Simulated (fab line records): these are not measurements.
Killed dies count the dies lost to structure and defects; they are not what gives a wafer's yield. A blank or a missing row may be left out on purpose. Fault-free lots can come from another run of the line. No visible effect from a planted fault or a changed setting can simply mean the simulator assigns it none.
A single fault, viewed from 2 desks / flow nand harc / each desk has only its own numbers; what lay behind them comes last

TOOL OWNER'S DESK, krf scanner-03
The tool's own readings at NHARC_A_BONDPAD_EXPOSE_06 (exposes mask A BPAD): means of the sampled wafers that have a number, for each lot that ran on this tool. Marked OUT: a lot whose mean sits more than 4 standard deviations from the usual mean, which makes it out of limits; the brackets give that distance.
Columns: A = exposure dose mJ cm2 at NHARC_A_BONDPAD_EXPOSE_06, usual 36.99
lot=L434; first seen here=day 18 08:49; A=36.98
lot=L438; first seen here=day 18 21:20; A=37.02
lot=L442; first seen here=day 20 09:27; A=24.27 (-99 or more) OUT
lot=L444; first seen here=day 20 13:42; A=26.83 (-99 or more) OUT
lot=L448; first seen here=day 21 04:52; A=28.01 (-99 or more) OUT
This desk's verdict: out of limits on L442, L444, L448, starting with L442 at day 20 09:27 (exposure dose mJ cm2 at NHARC_A_BONDPAD_EXPOSE_06). In limits: L434, L438.

THE METROLOGY DESK
Means of the sampled wafers that have a number, per lot and without regard to the tool the lot ran on: this is what the gauges read. Marked OUT: a lot whose mean sits more than 4 standard deviations from the usual mean, which makes it out of limits; the brackets give that distance.
Columns: A = cd nm at NHARC_A_BONDPAD_CD_MEAS_09, usual 499.8 nm
lot=L434; first seen here=day 18 08:58; A=499.3
lot=L435; first seen here=day 18 10:02; A=498.9
lot=L438; first seen here=day 18 21:29; A=500.5
lot=L441; first seen here=day 19 12:35; A=499.9
lot=L442; first seen here=day 20 09:35; A=488.6 (-8.6) OUT
lot=L444; first seen here=day 20 13:51; A=491.5 (-6.4) OUT
lot=L448; first seen here=day 21 05:01; A=490.9 (-6.8) OUT
lot=L452; first seen here=day 22 14:44; A=500.6
lot=L453; first seen here=day 23 02:41; A=499.9
lot=L456; first seen here=day 23 03:50; A=499.1
lot=L457; first seen here=day 23 12:20; A=498.7
This desk's verdict: out of limits on L442, L444, L448, starting with L442 at day 20 09:35 (cd nm at NHARC_A_BONDPAD_CD_MEAS_09). In limits: L434, L435, L438, L441, L452, L453, L456, L457.

ALL TOGETHER
At day 20 09:27, on L442, L444, L448, the tool owner's desk was in a position to raise an alarm.
L442, L444, L448 would have let the metrology desk raise an alarm at day 20 09:35.
On krf scanner-03, each named lot ran NHARC_A_BONDPAD_EXPOSE_06.

WHAT THE SIMULATOR HAD PUT IN
Drift in process parameters on krf scanner-03 at NHARC_A_BONDPAD_EXPOSE_06, starting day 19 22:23. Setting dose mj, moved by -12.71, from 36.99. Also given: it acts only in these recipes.
Lots struck among those shown: L442, L444, L448.
Time in hours from fault onset to the first out-of-limits reading at each desk: tool owner's desk 11, metrology desk 11.
